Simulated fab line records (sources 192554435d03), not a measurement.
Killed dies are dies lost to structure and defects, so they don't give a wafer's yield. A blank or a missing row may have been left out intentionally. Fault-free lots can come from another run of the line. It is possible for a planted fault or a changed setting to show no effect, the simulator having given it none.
Which of the tools did it? + flow n5 finfet + 33 wafers from 11 lots sampled at 4 of the route's 1938 steps

## WHAT THE GAUGES SHOWED, per wafer
N5_BEOL_M6_CD_MEAS_18: pitch 80 nm, target cd 40 nm.
| lot  | measured     | on        | cd nm (nm)     |
|------|--------------|-----------|----------------|
| L857 | day 8 04:58  | cd sem-01 | 39.7 40.5 40.0 |
| L859 | day 9 04:47  | cd sem-03 | 40.0 39.9 40.7 |
| L863 | day 10 03:10 | cd sem-01 | 40.3 40.3 40.1 |
| L865 | day 10 04:33 | cd sem-01 | 40.4 40.6 40.6 |
| L864 | day 10 10:14 | cd sem-01 | 40.5 39.8 40.4 |
| L873 | day 12 08:19 | cd sem-03 | 40.4 40.3 39.4 |
| L874 | day 12 21:38 | cd sem-01 | 40.7 40.6 41.0 |
| L876 | day 13 06:29 | cd sem-01 | 40.2 40.2 41.1 |
| L877 | day 13 06:23 | cd sem-02 | 40.0 39.3 39.2 |
| L878 | day 13 14:51 | cd sem-01 | 39.5 40.2 39.9 |
| L879 | day 13 22:23 | cd sem-03 | 40.3 40.6 40.0 |

## WHICH TOOL RAN EACH LOT (tool, then ch and the chambers of the sampled wafers, then the start)
| lot  | N5_BEOL_M5_SPUTTER_90        | N5_BEOL_M5_DEP_56               | N5_BEOL_M6_ETCH_62                 |
|------|------------------------------|---------------------------------|------------------------------------|
| L857 | pvd sputter-02, day 8 00:32  | pecvd-01 ch 0,1,2, day 8 01:31  | rie diel-05 ch 2,3, day 8 04:34    |
| L859 | pvd sputter-02, day 8 23:04  | pecvd-01 ch 0,2, day 9 00:11    | rie diel-04 ch 0,2,3, day 9 04:05  |
| L863 | pvd sputter-03, day 9 23:44  | pecvd-02 ch 0,1,2, day 10 00:44 | rie diel-01 ch 1,2,3, day 10 02:41 |
| L865 | pvd sputter-01, day 10 00:39 | pecvd-02 ch 0,2, day 10 01:46   | rie diel-04 ch 0,2, day 10 04:11   |
| L864 | pvd sputter-03, day 10 06:22 | pecvd-01 ch 0,1,2, day 10 07:32 | rie diel-04 ch 0,2,3, day 10 09:52 |
| L873 | pvd sputter-02, day 12 04:10 | pecvd-02 ch 0,2, day 12 05:10   | rie diel-05 ch 2,3, day 12 07:56   |
| L874 | pvd sputter-03, day 12 16:34 | pecvd-03 ch 1,2, day 12 18:07   | rie diel-01 ch 0,2, day 12 21:10   |
| L876 | pvd sputter-02, day 13 01:53 | pecvd-01 ch 0,2, day 13 02:53   | rie diel-05 ch 0,2,3, day 13 06:07 |
| L877 | pvd sputter-03, day 13 02:14 | pecvd-03 ch 0,2, day 13 03:13   | rie diel-04 ch 1,2, day 13 06:01   |
| L878 | pvd sputter-02, day 13 11:04 | pecvd-03 ch 0,1, day 13 12:03   | rie diel-04 ch 0,1,3, day 13 13:58 |
| L879 | pvd sputter-01, day 13 18:28 | pecvd-02 ch 0,2, day 13 19:43   | rie diel-04 ch 1,3, day 13 22:01   |
- N5_BEOL_M5_SPUTTER_90: material Cu, target thk 4.5 nm, time 8.29 s.
- N5_BEOL_M5_DEP_56: deposits SiCN from 3MS/NH3, target thk 8 nm, time 14 s.
- N5_BEOL_M6_ETCH_62: etches SOC in N2/H2, target depth 110 nm, overetch 22 nm, time 165 s.

## THE ANSWER, worked out from the rows above alone
Rule: the lots themselves supply what counts as usual. The widest of any qualifying gaps counts: lots, ordered by their means at a reading, are off when they make up no more than a third of the lots, leave a main group of 4 or more, and stand apart from it by 3 or more times the standard deviation of that group's means. Not used: any main group whose means are identical at the precision the tables above print for the reading. A lot without any number at a reading at which 4 lots or more have one is off too. Where the step has rows for the other lots, those lots are counted as sound.
None of the lots is off at any reading shown; this tells nothing.

## WHAT WAS PUT IN BY THE SIMULATOR
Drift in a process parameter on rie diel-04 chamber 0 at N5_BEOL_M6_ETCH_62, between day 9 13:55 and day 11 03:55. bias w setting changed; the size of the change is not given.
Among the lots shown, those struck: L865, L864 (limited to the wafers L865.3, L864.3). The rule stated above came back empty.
